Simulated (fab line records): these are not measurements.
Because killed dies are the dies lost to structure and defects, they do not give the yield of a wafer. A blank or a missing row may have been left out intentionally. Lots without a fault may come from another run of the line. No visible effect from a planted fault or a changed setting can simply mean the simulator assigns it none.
Chamber matching + flow n5-finfet + 3 sister chambers for N5_BEOL_M9_DEP_56 on pecvd-03
The step deposits SiCN from 3MS/NH3, target thk 15 nm, time 26.5 s. 3 wafers are shown with their chamber, then 8 later ones without.

== WAFERS, EACH WITH ITS CHAMBER ==
| wafer  | chamber | showerhead-plenum-p-Torr (Torr) |
|--------|---------|---------------------------------|
| L480.4 | 2       | 3.660                           |
| L480.6 | 1       | 3.660                           |
| L481.2 | 0       | 3.676                           |

== WAFERS WHOSE CHAMBER IS MISSING ==
| wafer  | showerhead-plenum-p-Torr (Torr) |
|--------|---------------------------------|
| L481.5 | 3.673                           |
| L481.6 | 3.654                           |
| L486.2 | 3.664                           |
| L486.3 | 3.678                           |
| L486.4 | 3.678                           |
| L494.1 | 3.651                           |
| L494.4 | 3.664                           |
| L494.6 | 3.675                           |

== CHAMBER TAKEN BY EACH ==
| wafer  | from the rows above          | in truth |
|--------|------------------------------|----------|
| L481.5 | 0                            | 0        |
| L481.6 | can't be placed: 1 or 2      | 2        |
| L486.2 | can't be placed: 1 or 2 or 0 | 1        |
| L486.3 | 0                            | 0        |
| L486.4 | 0                            | 0        |
| L494.1 | can't be placed: 1 or 2      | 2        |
| L494.4 | can't be placed: 1 or 2 or 0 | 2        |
| L494.6 | 0                            | 0        |
Placed correctly: 4 of 8. Can't be placed from these rows: 4 (the true chamber is among the candidates in 4). 0 placed wrongly.
How it was worked out, from the rows above alone: a wafer's distance from a chamber is the root of the sum, over the readings, of the square of ((its reading less the chamber's mean) divided by the reading's scatter). If the next closest chamber is less than 2 further off than the closest, the wafer can't be placed; otherwise it belongs to the closest. A chamber's mean is the mean of its shown wafers. The scatter: root of mean squared gap, hidden wafer to nearest shown wafer, with one shown wafer a chamber.
